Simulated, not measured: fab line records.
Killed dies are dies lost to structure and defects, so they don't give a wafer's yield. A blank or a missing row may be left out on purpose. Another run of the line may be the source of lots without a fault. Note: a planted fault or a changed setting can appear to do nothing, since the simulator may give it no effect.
Code-filled problem report in 8D (eight disciplines) form / flow nand-harc / the parts of the form that need people (team, actions taken, sign-off) are left out

== 1. WHAT IS WRONG ==
killed-at-periphery at NHARC_END_SORT_01 reads a mean of 621 on 1 wafer of 1 lot; wafers without a fault read 5 with a standard deviation of 3.4. So: +99 or more standard deviations from the usual mean.
Earliest sighting: wafer L996.3 on prober-02 at day 28 00:34. The record holds 24 wafers of 8 lots with a number at this step. The rule behind "out" and "out of limits": a value lying over 4 standard deviations away from the usual mean. The rest of the wafers with a number are treated as sound.

== 2. WHAT IT IS, AND WHAT IT ISN'T ==
question=which readings at this step | is=killed-at-periphery, defect-limited-yield, killed-dies | is not=killed-at-array, killed-open, killed-short
question=which lots | is=L996 | is not=L104, L106, L107, L108, L110, L991, L993
question=which wafers of those lots | is=L996.3 | is not=L996.4, L996.6
question=read on which gauges | is=prober-02 | is not=prober-01
question=when | is=from day 28 00:34 | is not=up to then (6 sound wafers); but 17 sound wafers of L104, L106, L107, L108, L110, L996 came after

== 3. SUSPECTS, AND WHAT RULES EACH OUT ==
Counting: a tool at a process step up to the reading stays a suspect if it ran every lot that is out. Sound lots after the first of them don't rule it out here, since some wafers of a struck lot are sound.
- the gauge at NHARC_END_SORT_01: kept. All the wafers that are out were read on prober-02, and no step on other tools shows them out.
- pvd-sputter-01 at NHARC_P_M1_PVD_21 (deposits Cu, target thk 30 nm, time 20.49 s): kept. It ran the lot that is out, L996 (day 10 00:03); its last sound lot up to then is L991 (day 8 01:23).
- rie-diel-04 at NHARC_THIN_TSV_ETCH_44 (etches the open film in CF4/O2, target depth 1594.2 nm, time 797.1 s): kept. It ran the lot that is out, L996 (day 27 05:31).
- rie-si-06 at NHARC_THIN_TSV_ETCH_15 (target depth 3000 nm, bosch target overetch cycles 2, bosch etch step 2.8 s): kept. It ran the lot that is out, L996 (day 27 05:56).
- plasma-asher-01 at NHARC_THIN_TSV_STRIP_56 (strips in O2): kept. It ran the lot that is out, L996 (day 27 11:56); its last sound lot up to then is L993 (day 26 12:10).
Left after counting: pvd-sputter-01 at NHARC_P_M1_PVD_21, rie-diel-04 at NHARC_THIN_TSV_ETCH_44, rie-si-06 at NHARC_THIN_TSV_ETCH_15, plasma-asher-01 at NHARC_THIN_TSV_STRIP_56, prober-02 at NHARC_END_SORT_01.

== 4. THE CAUSE (what the simulator had put in) ==
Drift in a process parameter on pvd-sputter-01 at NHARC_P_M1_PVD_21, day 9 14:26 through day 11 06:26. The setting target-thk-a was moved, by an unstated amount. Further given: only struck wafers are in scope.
Counting left 5 suspects, and this tool is among them.

== 5. THE EFFECT CHAIN, in route order ==
Each row: a reading where the mean over the struck wafers with a number is more than 3 standard deviations away from the usual. Only readings for which the record gives a usual standard deviation are gone through. hours: the time from each lot's start at the first step in this table that gives one to its start at this step, as a median over the lots. sigmas: the change in usual standard deviations.
hours=0; step=NHARC_END_SORT_01; reading=defect-limited-yield; usual=91 %; on struck wafers=0; change=-91; sigmas=-28
hours=0; step=NHARC_END_SORT_01; reading=killed-at-periphery; usual=5; on struck wafers=621; change=+616; sigmas=+99 or more
hours=0; step=NHARC_END_SORT_01; reading=killed-dies; usual=64; on struck wafers=677; change=+613; sigmas=+28

== 6. HOW IT WOULD HAVE BEEN CAUGHT EARLIER ==
The first out-of-limits reading at a measuring or inspecting step in this record came at day 28 00:34, 442 hours after the fault's start at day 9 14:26.
Tool readings at NHARC_P_M1_PVD_21 with a usual standard deviation given in the record: none out on any struck wafer, hence no alarm at a limit of 4 standard deviations on them.
All the lots that are out (1) had begun NHARC_P_M1_PVD_21 on pvd-sputter-01 by day 28 00:34. A hold on the tool at that time would have spared none of them.
